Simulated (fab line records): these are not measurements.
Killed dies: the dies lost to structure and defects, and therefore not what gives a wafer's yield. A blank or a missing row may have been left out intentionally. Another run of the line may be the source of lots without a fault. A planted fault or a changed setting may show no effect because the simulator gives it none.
Which tool did it? || flow nandHarc || 43 wafers from 15 lots sampled at 4 of the route's 1302 steps

## WHAT THE GAUGES SHOWED, per wafer
The record lacks any reading of a measuring or inspecting step that a usual standard deviation could be used to judge.

## WHAT TOOL EACH LOT RAN ON (gives the tool, then ch and the chambers of the sampled wafers, and finally the start)
{"lot": "L140", "NHARC_A_STAIRCASE_ETCH_190": "rieDiel-01 ch 0,2,3, day 16 19:29 or earlier", "NHARC_A_STAIRCASE_ETCH_192": "rieDiel-01 ch 0,1,2, day 16 19:29", "NHARC_A_STAIRCASE_TRIM_193": "rieDiel-01 ch 0,2,3, day 16 19:54 or earlier", "NHARC_A_STAIRCASE_TRIM_196": "rieDiel-01 ch 0,2,3, day 16 19:54"}
{"lot": "L141", "NHARC_A_STAIRCASE_ETCH_190": "rieDiel-04 ch 0,1, day 16 23:55 or earlier", "NHARC_A_STAIRCASE_ETCH_192": "rieDiel-04 ch 1,2,3, day 16 23:55", "NHARC_A_STAIRCASE_TRIM_193": "rieDiel-04 ch 0,3, day 17 00:35 or earlier", "NHARC_A_STAIRCASE_TRIM_196": "rieDiel-08 ch 1,2,3, day 17 00:35"}
{"lot": "L143", "NHARC_A_STAIRCASE_ETCH_190": "rieDiel-08 ch 0,1, day 17 11:38 or earlier", "NHARC_A_STAIRCASE_ETCH_192": "rieDiel-08 ch 2,3, day 17 11:38", "NHARC_A_STAIRCASE_TRIM_193": "rieDiel-08 ch 2,3, day 17 12:02 or earlier", "NHARC_A_STAIRCASE_TRIM_196": "rieDiel-08 ch 2,3, day 17 12:02"}
{"lot": "L149", "NHARC_A_STAIRCASE_ETCH_190": "rieDiel-08 ch 2,3, day 20 04:31 or earlier", "NHARC_A_STAIRCASE_ETCH_192": "rieDiel-08 ch 0,3, day 20 04:31", "NHARC_A_STAIRCASE_TRIM_193": "rieDiel-08 ch 0,3, day 20 05:04 or earlier", "NHARC_A_STAIRCASE_TRIM_196": "rieDiel-08 ch 0,3, day 20 05:04"}
{"lot": "L150", "NHARC_A_STAIRCASE_ETCH_190": "rieDiel-08 ch 1,3, day 20 08:05 or earlier", "NHARC_A_STAIRCASE_ETCH_192": "rieDiel-08 ch 1,2, day 20 08:05", "NHARC_A_STAIRCASE_TRIM_193": "rieDiel-08 ch 0,1, day 20 08:38 or earlier", "NHARC_A_STAIRCASE_TRIM_196": "rieDiel-08 ch 1,3, day 20 08:38"}
{"lot": "L151", "NHARC_A_STAIRCASE_ETCH_190": "rieDiel-08 ch 2,3, day 20 20:27 or earlier", "NHARC_A_STAIRCASE_ETCH_192": "rieDiel-08 ch 1,2, day 20 20:27", "NHARC_A_STAIRCASE_TRIM_193": "rieDiel-08 ch 1,2, day 20 20:56 or earlier", "NHARC_A_STAIRCASE_TRIM_196": "rieDiel-08 ch 1,2, day 20 20:56"}
{"lot": "L153", "NHARC_A_STAIRCASE_ETCH_190": "rieDiel-04 ch 0,2,3, day 21 14:33 or earlier", "NHARC_A_STAIRCASE_ETCH_192": "rieDiel-04 ch 0,2,3, day 21 14:33", "NHARC_A_STAIRCASE_TRIM_193": "rieDiel-04 ch 0,1,3, day 21 14:58 or earlier", "NHARC_A_STAIRCASE_TRIM_196": "rieDiel-01 ch 0,1,2, day 21 14:58"}
{"lot": "L154", "NHARC_A_STAIRCASE_ETCH_190": "rieDiel-04 ch 0,1,3, day 21 20:52 or earlier", "NHARC_A_STAIRCASE_ETCH_192": "rieDiel-04 ch 2,3, day 21 20:52", "NHARC_A_STAIRCASE_TRIM_193": "rieDiel-04 ch 1,2,3, day 21 21:24 or earlier", "NHARC_A_STAIRCASE_TRIM_196": "rieDiel-08 ch 0,2,3, day 21 21:24"}
{"lot": "L156", "NHARC_A_STAIRCASE_ETCH_190": "rieDiel-01 ch 0,1,2, day 22 08:11 or earlier", "NHARC_A_STAIRCASE_ETCH_192": "rieDiel-01 ch 0,1,3, day 22 08:11", "NHARC_A_STAIRCASE_TRIM_193": "rieDiel-01 ch 0,2,3, day 22 08:35 or earlier", "NHARC_A_STAIRCASE_TRIM_196": "rieDiel-04 ch 0,1, day 22 08:35"}
{"lot": "L157", "NHARC_A_STAIRCASE_ETCH_190": "rieDiel-01 ch 1,2, day 23 02:15 or earlier", "NHARC_A_STAIRCASE_ETCH_192": "rieDiel-01 ch 0,2,3, day 23 02:15", "NHARC_A_STAIRCASE_TRIM_193": "rieDiel-01 ch 0,3, day 23 02:38 or earlier", "NHARC_A_STAIRCASE_TRIM_196": "rieDiel-01 ch 1,2, day 23 02:38"}
{"lot": "L158", "NHARC_A_STAIRCASE_ETCH_190": "rieDiel-08 ch 1,2, day 23 13:33 or earlier", "NHARC_A_STAIRCASE_ETCH_192": "rieDiel-08 ch 0,1, day 23 13:33", "NHARC_A_STAIRCASE_TRIM_193": "rieDiel-08 ch 1,2, day 23 14:02 or earlier", "NHARC_A_STAIRCASE_TRIM_196": "rieDiel-08 ch 0,2, day 23 14:02"}
{"lot": "L160", "NHARC_A_STAIRCASE_ETCH_190": "rieDiel-01 ch 1,2, day 24 00:23 or earlier", "NHARC_A_STAIRCASE_ETCH_192": "rieDiel-01 ch 0,1,3, day 24 00:23", "NHARC_A_STAIRCASE_TRIM_193": "rieDiel-01 ch 1,2,3, day 24 00:48 or earlier", "NHARC_A_STAIRCASE_TRIM_196": "rieDiel-01 ch 0,2,3, day 24 00:48"}
{"lot": "L161", "NHARC_A_STAIRCASE_ETCH_190": "rieDiel-04 ch 0,1,2, day 25 05:29 or earlier", "NHARC_A_STAIRCASE_ETCH_192": "rieDiel-04 ch 1,2,3, day 25 05:29", "NHARC_A_STAIRCASE_TRIM_193": "rieDiel-04 ch 0,2,3, day 25 05:53 or earlier", "NHARC_A_STAIRCASE_TRIM_196": "rieDiel-04 ch 0,1,3, day 25 05:53"}
{"lot": "L163", "NHARC_A_STAIRCASE_ETCH_190": "rieDiel-04 ch 1,2, day 25 15:37 or earlier", "NHARC_A_STAIRCASE_ETCH_192": "rieDiel-04 ch 0,1, day 25 15:37", "NHARC_A_STAIRCASE_TRIM_193": "rieDiel-04 ch 1,2, day 25 16:06 or earlier", "NHARC_A_STAIRCASE_TRIM_196": "rieDiel-04 ch 0,1,3, day 25 16:06"}
{"lot": "L162", "NHARC_A_STAIRCASE_ETCH_190": "rieDiel-04 ch 1,2,3, day 25 15:49 or earlier", "NHARC_A_STAIRCASE_ETCH_192": "rieDiel-04 ch 0,2,3, day 25 15:49", "NHARC_A_STAIRCASE_TRIM_193": "rieDiel-04 ch 0,2,3, day 25 16:22 or earlier", "NHARC_A_STAIRCASE_TRIM_196": "rieDiel-01 ch 0, day 25 16:22"}
- NHARC_A_STAIRCASE_ETCH_190: etches the open film in C4F8/O2, target depth 100 nm, time 40.5 s.
- NHARC_A_STAIRCASE_ETCH_192: etches the open film in C4F8/O2, target depth 100 nm, time 40.5 s.
- NHARC_A_STAIRCASE_TRIM_193: chemistry O2, time 211.2 s.
- NHARC_A_STAIRCASE_TRIM_196: chemistry O2, time 211.2 s.

## WHAT THE TOOLS THEMSELVES READ (means of the sampled wafers that have a number; where no wafer has one, the mark that the record gives instead)
NHARC_A_STAIRCASE_ETCH_190. Usual: oesProductAu 0.944 a.u., standard deviation 0.012; rfVppV 893 V, standard deviation 4.2.
{"lot": "L140", "tool": "rieDiel-01", "oesProductAu (a.u.)": 0.942, "rfVppV (V)": 890, "flag": ""}
{"lot": "L141", "tool": "rieDiel-04", "oesProductAu (a.u.)": 0.954, "rfVppV (V)": 901, "flag": ""}
{"lot": "L143", "tool": "rieDiel-08", "oesProductAu (a.u.)": 0.942, "rfVppV (V)": 895, "flag": ""}
{"lot": "L149", "tool": "rieDiel-08", "oesProductAu (a.u.)": 0.933, "rfVppV (V)": 893, "flag": ""}
{"lot": "L150", "tool": "rieDiel-08", "oesProductAu (a.u.)": 0.953, "rfVppV (V)": 894, "flag": ""}
{"lot": "L151", "tool": "rieDiel-08", "oesProductAu (a.u.)": 0.924, "rfVppV (V)": 893, "flag": ""}
{"lot": "L153", "tool": "rieDiel-04", "oesProductAu (a.u.)": 0.953, "rfVppV (V)": 897, "flag": ""}
{"lot": "L154", "tool": "rieDiel-04", "oesProductAu (a.u.)": 0.945, "rfVppV (V)": 898, "flag": ""}
{"lot": "L156", "tool": "rieDiel-01", "oesProductAu (a.u.)": 0.939, "rfVppV (V)": 890, "flag": ""}
{"lot": "L157", "tool": "rieDiel-01", "oesProductAu (a.u.)": 0.948, "rfVppV (V)": 887, "flag": ""}
{"lot": "L158", "tool": "rieDiel-08", "oesProductAu (a.u.)": 0.924, "rfVppV (V)": 894, "flag": ""}
{"lot": "L160", "tool": "rieDiel-01", "oesProductAu (a.u.)": 0.948, "rfVppV (V)": 888, "flag": ""}
{"lot": "L161", "tool": "rieDiel-04", "oesProductAu (a.u.)": 0.958, "rfVppV (V)": 895, "flag": ""}
{"lot": "L163", "tool": "rieDiel-04", "oesProductAu (a.u.)": 0.943, "rfVppV (V)": 891, "flag": ""}
{"lot": "L162", "tool": "rieDiel-04", "oesProductAu (a.u.)": 0.951, "rfVppV (V)": 893, "flag": ""}

NHARC_A_STAIRCASE_ETCH_192. Usual: oesProductAu 0.943 a.u., standard deviation 0.012; rfVppV 893 V, standard deviation 4.1.
{"lot": "L140", "tool": "rieDiel-01", "oesProductAu (a.u.)": 0.936, "rfVppV (V)": 890, "flag": ""}
{"lot": "L141", "tool": "rieDiel-04", "oesProductAu (a.u.)": 0.940, "rfVppV (V)": 895, "flag": ""}
{"lot": "L143", "tool": "rieDiel-08", "oesProductAu (a.u.)": 0.931, "rfVppV (V)": 894, "flag": ""}
{"lot": "L149", "tool": "rieDiel-08", "oesProductAu (a.u.)": 0.879, "rfVppV (V)": 892, "flag": "OFF"}
{"lot": "L150", "tool": "rieDiel-08", "oesProductAu (a.u.)": 0.857, "rfVppV (V)": 894, "flag": "OFF"}
{"lot": "L151", "tool": "rieDiel-08", "oesProductAu (a.u.)": 0.855, "rfVppV (V)": 895, "flag": "OFF"}
{"lot": "L153", "tool": "rieDiel-04", "oesProductAu (a.u.)": 0.943, "rfVppV (V)": 897, "flag": ""}
{"lot": "L154", "tool": "rieDiel-04", "oesProductAu (a.u.)": 0.941, "rfVppV (V)": 895, "flag": ""}
{"lot": "L156", "tool": "rieDiel-01", "oesProductAu (a.u.)": 0.948, "rfVppV (V)": 891, "flag": ""}
{"lot": "L157", "tool": "rieDiel-01", "oesProductAu (a.u.)": 0.939, "rfVppV (V)": 889, "flag": ""}
{"lot": "L158", "tool": "rieDiel-08", "oesProductAu (a.u.)": 0.932, "rfVppV (V)": 890, "flag": ""}
{"lot": "L160", "tool": "rieDiel-01", "oesProductAu (a.u.)": 0.954, "rfVppV (V)": 891, "flag": ""}
{"lot": "L161", "tool": "rieDiel-04", "oesProductAu (a.u.)": 0.944, "rfVppV (V)": 893, "flag": ""}
{"lot": "L163", "tool": "rieDiel-04", "oesProductAu (a.u.)": 0.954, "rfVppV (V)": 895, "flag": ""}
{"lot": "L162", "tool": "rieDiel-04", "oesProductAu (a.u.)": 0.947, "rfVppV (V)": 897, "flag": ""}

NHARC_A_STAIRCASE_TRIM_193. Usual: drypumpMotorCurrentA 5.6 A, standard deviation 0.42; oesProductAu 1.002 a.u., standard deviation 0.01; rfVppV 57.6 V, standard deviation 0.83; showerheadPlenumPTorr 3.44 Torr, standard deviation 0.11; throttleValvePct 17.036 %, standard deviation 0.0089.
{"lot": "L140", "tool": "rieDiel-01", "drypumpMotorCurrentA (A)": 5.3, "oesProductAu (a.u.)": 1.002, "rfVppV (V)": 56.7, "showerheadPlenumPTorr (Torr)": 3.37, "throttleValvePct (%)": 17.044, "flag": ""}
{"lot": "L141", "tool": "rieDiel-04", "drypumpMotorCurrentA (A)": 5.2, "oesProductAu (a.u.)": 1.014, "rfVppV (V)": 58.5, "showerheadPlenumPTorr (Torr)": 3.69, "throttleValvePct (%)": 17.041, "flag": ""}
{"lot": "L143", "tool": "rieDiel-08", "drypumpMotorCurrentA (A)": 5.9, "oesProductAu (a.u.)": 0.987, "rfVppV (V)": 57.7, "showerheadPlenumPTorr (Torr)": 3.46, "throttleValvePct (%)": 17.040, "flag": ""}
{"lot": "L149", "tool": "rieDiel-08", "drypumpMotorCurrentA (A)": 5.5, "oesProductAu (a.u.)": 0.996, "rfVppV (V)": 57.5, "showerheadPlenumPTorr (Torr)": 3.36, "throttleValvePct (%)": 17.037, "flag": ""}
{"lot": "L150", "tool": "rieDiel-08", "drypumpMotorCurrentA (A)": 5.5, "oesProductAu (a.u.)": 1.006, "rfVppV (V)": 58.0, "showerheadPlenumPTorr (Torr)": 3.42, "throttleValvePct (%)": 17.038, "flag": ""}
{"lot": "L151", "tool": "rieDiel-08", "drypumpMotorCurrentA (A)": 5.9, "oesProductAu (a.u.)": 0.995, "rfVppV (V)": 57.0, "showerheadPlenumPTorr (Torr)": 3.50, "throttleValvePct (%)": 17.030, "flag": ""}
{"lot": "L153", "tool": "rieDiel-04", "drypumpMotorCurrentA (A)": 5.4, "oesProductAu (a.u.)": 1.006, "rfVppV (V)": 58.5, "showerheadPlenumPTorr (Torr)": 3.58, "throttleValvePct (%)": 17.032, "flag": ""}
{"lot": "L154", "tool": "rieDiel-04", "drypumpMotorCurrentA (A)": 5.7, "oesProductAu (a.u.)": 1.002, "rfVppV (V)": 57.2, "showerheadPlenumPTorr (Torr)": 3.47, "throttleValvePct (%)": 17.029, "flag": ""}
{"lot": "L156", "tool": "rieDiel-01", "drypumpMotorCurrentA (A)": 5.4, "oesProductAu (a.u.)": 0.999, "rfVppV (V)": 57.5, "showerheadPlenumPTorr (Torr)": 3.34, "throttleValvePct (%)": 17.048, "flag": ""}
{"lot": "L157", "tool": "rieDiel-01", "drypumpMotorCurrentA (A)": 5.6, "oesProductAu (a.u.)": 1.007, "rfVppV (V)": 58.3, "showerheadPlenumPTorr (Torr)": 3.38, "throttleValvePct (%)": 17.044, "flag": ""}
{"lot": "L158", "tool": "rieDiel-08", "drypumpMotorCurrentA (A)": 5.9, "oesProductAu (a.u.)": 0.997, "rfVppV (V)": 58.2, "showerheadPlenumPTorr (Torr)": 3.49, "throttleValvePct (%)": 17.034, "flag": ""}
{"lot": "L160", "tool": "rieDiel-01", "drypumpMotorCurrentA (A)": 5.9, "oesProductAu (a.u.)": 1.006, "rfVppV (V)": 57.1, "showerheadPlenumPTorr (Torr)": 3.35, "throttleValvePct (%)": 17.040, "flag": ""}
{"lot": "L161", "tool": "rieDiel-04", "drypumpMotorCurrentA (A)": 5.5, "oesProductAu (a.u.)": 1.014, "rfVppV (V)": 58.3, "showerheadPlenumPTorr (Torr)": 3.55, "throttleValvePct (%)": 17.041, "flag": ""}
{"lot": "L163", "tool": "rieDiel-04", "drypumpMotorCurrentA (A)": 5.7, "oesProductAu (a.u.)": 1.017, "rfVppV (V)": 57.8, "showerheadPlenumPTorr (Torr)": 3.41, "throttleValvePct (%)": 17.029, "flag": ""}
{"lot": "L162", "tool": "rieDiel-04", "drypumpMotorCurrentA (A)": 5.6, "oesProductAu (a.u.)": 1.001, "rfVppV (V)": 57.8, "showerheadPlenumPTorr (Torr)": 3.55, "throttleValvePct (%)": 17.035, "flag": ""}

NHARC_A_STAIRCASE_TRIM_196. Usual: drypumpMotorCurrentA 5.6 A, standard deviation 0.43; oesProductAu 1.000 a.u., standard deviation 0.011; rfVppV 57.5 V, standard deviation 0.88; showerheadPlenumPTorr 3.44 Torr, standard deviation 0.12; throttleValvePct 17.037 %, standard deviation 0.0089.
{"lot": "L140", "tool": "rieDiel-01", "drypumpMotorCurrentA (A)": 5.4, "oesProductAu (a.u.)": 1.001, "rfVppV (V)": 55.9, "showerheadPlenumPTorr (Torr)": 3.37, "throttleValvePct (%)": 17.041, "flag": ""}
{"lot": "L141", "tool": "rieDiel-08", "drypumpMotorCurrentA (A)": 5.9, "oesProductAu (a.u.)": 0.984, "rfVppV (V)": 57.0, "showerheadPlenumPTorr (Torr)": 3.50, "throttleValvePct (%)": 17.030, "flag": ""}
{"lot": "L143", "tool": "rieDiel-08", "drypumpMotorCurrentA (A)": 5.9, "oesProductAu (a.u.)": 0.988, "rfVppV (V)": 56.9, "showerheadPlenumPTorr (Torr)": 3.46, "throttleValvePct (%)": 17.045, "flag": ""}
{"lot": "L149", "tool": "rieDiel-08", "drypumpMotorCurrentA (A)": 5.7, "oesProductAu (a.u.)": 0.998, "rfVppV (V)": 57.0, "showerheadPlenumPTorr (Torr)": 3.41, "throttleValvePct (%)": 17.037, "flag": ""}
{"lot": "L150", "tool": "rieDiel-08", "drypumpMotorCurrentA (A)": 5.8, "oesProductAu (a.u.)": 1.001, "rfVppV (V)": 58.2, "showerheadPlenumPTorr (Torr)": 3.50, "throttleValvePct (%)": 17.043, "flag": ""}
{"lot": "L151", "tool": "rieDiel-08", "drypumpMotorCurrentA (A)": 5.8, "oesProductAu (a.u.)": 0.997, "rfVppV (V)": 58.5, "showerheadPlenumPTorr (Torr)": 3.50, "throttleValvePct (%)": 17.031, "flag": ""}
{"lot": "L153", "tool": "rieDiel-01", "drypumpMotorCurrentA (A)": 5.5, "oesProductAu (a.u.)": 1.005, "rfVppV (V)": 57.1, "showerheadPlenumPTorr (Torr)": 3.35, "throttleValvePct (%)": 17.041, "flag": ""}
{"lot": "L154", "tool": "rieDiel-08", "drypumpMotorCurrentA (A)": 5.7, "oesProductAu (a.u.)": 1.001, "rfVppV (V)": 58.2, "showerheadPlenumPTorr (Torr)": 3.40, "throttleValvePct (%)": 17.041, "flag": ""}
{"lot": "L156", "tool": "rieDiel-04", "drypumpMotorCurrentA (A)": 5.2, "oesProductAu (a.u.)": 1.014, "rfVppV (V)": 57.7, "showerheadPlenumPTorr (Torr)": 3.62, "throttleValvePct (%)": 17.035, "flag": ""}
{"lot": "L157", "tool": "rieDiel-01", "drypumpMotorCurrentA (A)": 6.0, "oesProductAu (a.u.)": 1.006, "rfVppV (V)": 56.9, "showerheadPlenumPTorr (Torr)": 3.35, "throttleValvePct (%)": 17.031, "flag": ""}
{"lot": "L158", "tool": "rieDiel-08", "drypumpMotorCurrentA (A)": 5.5, "oesProductAu (a.u.)": 0.997, "rfVppV (V)": 56.7, "showerheadPlenumPTorr (Torr)": 3.34, "throttleValvePct (%)": 17.025, "flag": ""}
{"lot": "L160", "tool": "rieDiel-01", "drypumpMotorCurrentA (A)": 5.4, "oesProductAu (a.u.)": 1.004, "rfVppV (V)": 57.3, "showerheadPlenumPTorr (Torr)": 3.34, "throttleValvePct (%)": 17.035, "flag": ""}
{"lot": "L161", "tool": "rieDiel-04", "drypumpMotorCurrentA (A)": 5.4, "oesProductAu (a.u.)": 1.007, "rfVppV (V)": 56.8, "showerheadPlenumPTorr (Torr)": 3.56, "throttleValvePct (%)": 17.034, "flag": ""}
{"lot": "L163", "tool": "rieDiel-04", "drypumpMotorCurrentA (A)": 5.4, "oesProductAu (a.u.)": 1.017, "rfVppV (V)": 57.6, "showerheadPlenumPTorr (Torr)": 3.56, "throttleValvePct (%)": 17.040, "flag": ""}
{"lot": "L162", "tool": "rieDiel-01", "drypumpMotorCurrentA (A)": 4.9, "oesProductAu (a.u.)": 1.004, "rfVppV (V)": 58.3, "showerheadPlenumPTorr (Torr)": 3.34, "throttleValvePct (%)": 17.035, "flag": ""}

## THE ANSWER, worked out from the rows above alone
Rule: a lot is off if the mean of its wafers that have a number lies more than 3 standard deviations from the usual mean. Also off: a lot with no number at a reading for which 4 or more lots have one. All remaining lots with rows at the step are treated as sound. Order of review: gauges by route order, followed by the tools' own readings, for which a lot's mean as printed above is used. At the first step where some lot is off, the reading lying furthest off is the one used; lots without a number count as furthest.
Off: L149, L150, L151 (NHARC_A_STAIRCASE_ETCH_192, oesProductAu).
If a tool, at that step or one of the process steps before it, ran each lot that is off and ran no sound lot following the first of them, it fits. With no start given for some of its lots, NHARC_A_STAIRCASE_ETCH_190 uses the hours and lot order of NHARC_A_STAIRCASE_ETCH_192. Not one of the candidates tried fits.

## WHAT WAS PUT IN BY THE SIMULATOR
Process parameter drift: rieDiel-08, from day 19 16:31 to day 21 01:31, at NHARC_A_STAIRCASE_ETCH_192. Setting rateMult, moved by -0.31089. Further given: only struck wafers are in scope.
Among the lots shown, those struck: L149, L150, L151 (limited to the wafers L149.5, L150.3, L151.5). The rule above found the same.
